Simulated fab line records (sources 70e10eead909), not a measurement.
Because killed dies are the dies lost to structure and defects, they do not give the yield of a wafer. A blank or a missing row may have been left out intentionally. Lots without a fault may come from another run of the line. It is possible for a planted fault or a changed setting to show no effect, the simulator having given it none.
Chamber matching | flow nand-harc | NHARC_A_STAIRCASE_DEP_325 on pecvd-03 has 3 sister chambers
The step deposits SiO2, target thk 7200 nm. 16 wafers are shown with their chamber, then 8 later ones without.

## WAFERS WITH THEIR CHAMBER
wafer  | chamber | heater-power-w (W) | rf-fwd-power-W (W)
L614.1 | 2       | 634                | 499.5
L614.3 | 1       | 747                | 501.8
L614.4 | 0       | 560                | 499.4
L615.2 | 2       | 694                | 500.8
L615.3 | 1       | 879                | 502.3
L615.4 | 1       | 710                | 500.3
L617.2 | 1       | 871                | 499.3
L617.3 | 2       | 717                | 498.1
L617.4 | 0       | 563                | 497.7
L618.3 | 2       | 690                | 497.8
L618.5 | 0       | 568                | 498.2
L618.6 | 2       | 578                | 498.9
L625.2 | 2       | 654                | 498.7
L625.3 | 0       | 613                | 497.8
L625.4 | 2       | 569                | 499.0
L628.3 | 2       | 723                | 500.4

SIGNATURES (means of the wafers above)
reading        | chamber 0 | chamber 1 | chamber 2 | scatter within a chamber
heater-power-w | 576.00    | 801.75    | 657.38    | 61.4
rf-fwd-power-W | 498.275   | 500.925   | 499.150   | 1.08
Rule: distance of a wafer from a chamber = root of the sum over the readings of ((wafer's reading minus chamber's mean) / reading's scatter) squared. The wafer belongs to the nearest chamber; if the next one is less than 2 further off, it can't be placed. How the scatter is found: for the shown wafers, subtract from each reading the mean of its chamber, square and add these, divide the total by (wafers less chambers), then take the root.

## WAFERS MISSING THEIR CHAMBER
wafer  | heater-power-w (W) | rf-fwd-power-W (W)
L628.5 | 566                | 500.0
L628.6 | 591                | 500.7
L633.1 | 645                | 500.1
L633.3 | 764                | 500.2
L633.4 | 595                | 497.5
L636.2 | 689                | 498.6
L636.3 | 701                | 502.3
L636.4 | 565                | 500.3

## WHICH CHAMBER EACH ONE RAN IN
wafer  | from the rows above          | in truth
L628.5 | can't be placed: 0 or 2      | 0
L628.6 | can't be placed: 2 or 0 or 1 | 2
L633.1 | can't be placed: 2 or 0 or 1 | 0
L633.3 | can't be placed: 1 or 2      | 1
L633.4 | can't be placed: 0 or 2      | 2
L636.2 | can't be placed: 2 or 0      | 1
L636.3 | can't be placed: 1 or 2      | 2
L636.4 | can't be placed: 2 or 0      | 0
Correctly placed: 0 of 8. Can't be placed from these rows: 8 (the true chamber is among the candidates in 7). Placed wrongly: 0.
